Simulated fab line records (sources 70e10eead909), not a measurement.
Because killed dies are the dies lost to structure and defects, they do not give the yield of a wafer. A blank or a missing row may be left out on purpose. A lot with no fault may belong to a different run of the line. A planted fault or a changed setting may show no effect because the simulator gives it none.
One fault seen from 2 desks / flow nandHarc / each desk has only its own numbers; what lay behind them comes last

## THE METROLOGY DESK
Means of the sampled wafers that have a number, per lot and without regard to the tool the lot ran on: this is what the gauges read. The brackets show how far a lot's mean lies from the usual mean; more than 4 standard deviations puts the lot out of limits, marked OUT.
Columns: A = cdNm at NHARC_A_SLIT_CD_MEAS_21, usual 289.7 nm
lot=L829; first seen here=day 14 05:02; A=290.6
lot=L828; first seen here=day 14 06:42; A=290.9
lot=L830; first seen here=day 15 00:02; A=288.8
lot=L834; first seen here=day 15 13:15; A=290.4
lot=L835; first seen here=day 15 14:50; A=289.5
lot=L833; first seen here=day 15 15:12; A=289.8
lot=L832; first seen here=day 15 16:31; A=289.8
lot=L836; first seen here=day 16 22:20; A=288.2
lot=L842; first seen here=day 17 19:22; A=288.7
lot=L841; first seen here=day 17 19:31; A=290.5
lot=L844; first seen here=day 18 12:07; A=290.8
lot=L850; first seen here=day 20 04:25; A=290.5
lot=L849; first seen here=day 20 05:49; A=290.0
lot=L851; first seen here=day 20 16:20; A=289.0
This desk found nothing out of limits on any of the 14 lots.

## THE TOOL OWNER'S DESK: aldHk-02
The tool's own readings at NHARC_A_WL_FILL_ALD_00 (deposits Al2O3, target thk 3 nm, pulse time 3 s, ald cycles 30): means of the sampled wafers that have a number, for each lot that ran on this tool. The brackets show how far a lot's mean lies from the usual mean; more than 4 standard deviations puts the lot out of limits, marked OUT.
Columns: A = heaterPowerOuterW at NHARC_A_WL_FILL_ALD_00, usual 267 W; B = heaterPowerW at NHARC_A_WL_FILL_ALD_00, usual 475 W; C = precursorPulseHeightRel at NHARC_A_WL_FILL_ALD_00, usual 1.001
lot=L829; first seen here=day 14 14:37; A=268; B=473; C=1.018
lot=L828; first seen here=day 14 14:47; A=244; B=444; C=1.002
lot=L850; first seen here=day 20 12:40; A=265; B=470; C=0.996
lot=L849; first seen here=day 20 12:49; A=282; B=471; C=0.978
This desk found nothing out of limits on any of the 4 lots.

## PUT TOGETHER
Nothing out of limits was seen by the metrology desk.
The tool owner's desk saw nothing out of limits.

## WHAT HAD BEEN PUT IN BY THE SIMULATOR
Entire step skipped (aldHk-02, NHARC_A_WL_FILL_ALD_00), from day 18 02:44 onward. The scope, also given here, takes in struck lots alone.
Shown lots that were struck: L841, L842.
